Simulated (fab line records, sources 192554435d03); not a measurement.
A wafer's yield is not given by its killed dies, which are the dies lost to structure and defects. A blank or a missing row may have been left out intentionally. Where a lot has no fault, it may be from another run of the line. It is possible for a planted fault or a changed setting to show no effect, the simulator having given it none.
A struck lot beside a sound one	flow n5Finfet	17 steps out of a route of 1938
Sound: these wafers, L812.1, L812.2, L812.4. Struck: wafer L811.4. (L811.3 of the same lot was not struck and is left out.) The cause comes at the end.
Each step with rows lists, per side, the tool, then ch with its chambers, then its first start. Under that, the readings that differ: sound wafers	struck wafers	difference of the means	sigmas: that difference in standard deviations of wafers without a fault.
alike: same words and numbers on both sides, and readings whose means sit less than 2 such deviations apart. not compared: any withheld reading, any reading some wafer has no value for, any bound like >300 that may hide the same value, and any number with overlapping values for which the record gives no deviation.
Wherever a step has rows on one side only, a row that says differs or no value, or a row with sigmas, the two part there. Numbers that don't overlap but have no deviation are shown without sigmas and don't part them. A reading missing from all wafers of one side parts the sides only when that side holds two or more wafers.

first, 9 steps without rows for these wafers: N5_GATE_CUT_COAT_34 (time 60 s, resist thk 60 nm); N5_GATE_CUT_COAT_35 (time 60 s, resist thk 10 nm); N5_GATE_CUT_COAT_27 (time 60 s, resist thk 10 nm); N5_GATE_CUT_COAT_07 (resist thk 30 nm); N5_GATE_CUT_EBR_09; N5_GATE_CUT_SOFTBAKE_08 (time 60 s); N5_GATE_CUT_EXPOSE_10 (exposes mask GATE CUT, target cd 20 nm); N5_GATE_CUT_PEB_11 (peb time 60 s); N5_GATE_CUT_DEVELOP_12 (develop time 30 s).
N5_GATE_CUT_CD_MEAS_13 targets a cd of 20 nm.
  sound on cdSem-02 ch 0, day 8 09:38; struck on cdSem-03 ch 0, day 8 08:08
  alike: cdNm
N5_GATE_CUT_OVL_MEAS_14:
  sound on overlay-01 ch 0, day 8 09:40; struck on overlay-02 ch 0, day 8 08:10
  alike: GATE_CUT_OVL
N5_GATE_CUT_INSPECT_15: inspects for defects (brightfield).
  sound on defectInspect-02, day 8 09:44; struck on defectInspect-02, day 8 08:13
  alike: rawDefectCount
N5_GATE_CUT_DESCUM_18: chemistry O2, time 7 s.
  sound on rieDiel-04 ch 0,3, day 8 09:46; struck on rieDiel-05 ch 3, day 8 08:15
reading	sound	struck	difference	sigmas
throttleValvePct (%)	20.28 20.12 20.28	19.69	-0.54	-2
model.CAR-EUV_of_GATE_CUT_COAT_07.thkNm (nm)	26.2 26.2 26.2	25.6	-0.6	
  alike: drypumpMotorCurrentA, oesProductAu, rfVppV, showerheadPlenumPTorr
  not compared: rfHoursCounterH
N5_GATE_CUT_ETCH_28: etches underlayer in N2/H2, target depth 13 nm, time 10.4 s.
  sound on rieDiel-04 ch 0,3, day 8 09:49; struck on rieDiel-05 ch 3, day 8 08:17
reading	sound	struck	difference	sigmas
etchRfOnTimeS (s)	10.4 9.8 10.5	11.2	+1.0	+3
  alike: drypumpMotorCurrentA, oesProductAu, rfVppV, showerheadPlenumPTorr, throttleValvePct
  not compared: rfHoursCounterH
N5_GATE_CUT_ETCH_36: etches SiARC in CF4, target depth 13 nm, time 21.7 s.
  sound on rieDiel-04 ch 0,3, day 8 09:50; struck on rieDiel-05 ch 3, day 8 08:18
reading	sound	struck	difference	sigmas
throttleValvePct (%)	15.69 15.35 15.71	15.14	-0.44	-2
model.CAR-EUV_of_GATE_CUT_COAT_07.thkNm (nm)	7 7.2 7.2	6.4	-0.7	
  alike: drypumpMotorCurrentA, etchRfOnTimeS, oesProductAu, rfVppV, showerheadPlenumPTorr
  not compared: rfHoursCounterH
N5_GATE_CUT_ETCH_37: etches SOC in N2/H2, target depth 60 nm, overetch 12 nm, time 90 s.
  sound on rieDiel-04 ch 0,3, day 8 09:53; struck on rieDiel-05 ch 3, day 8 08:20
reading	sound	struck	difference	sigmas
oesProductAu (a.u.)	0.66 0.72 0.67	0.85	+0.17	+2
throttleValvePct (%)	17.70 17.15 17.70	17.01	-0.51	-2
  alike: drypumpMotorCurrentA, rfVppV, showerheadPlenumPTorr
  not compared: rfHoursCounterH
-- record jumps: 8 days separate the struck wafers' starts on either side; left off in module GATE_CUT, taken up again in module PASSIVATION, whose first shown step is the route's number 1936 --
N5_PASSIVATION_PROBE_49:
  the record has rows for the struck wafers here (prober-02, day 15 22:14) and none for the sound ones

WHERE THEY PART
Earliest at N5_GATE_CUT_DESCUM_18; latest, in this record, at N5_PASSIVATION_PROBE_49.

WHY: whatever the simulator had introduced
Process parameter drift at N5_GATE_CUT_DESCUM_18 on rieDiel-05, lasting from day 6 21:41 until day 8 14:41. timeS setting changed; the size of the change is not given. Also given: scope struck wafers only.
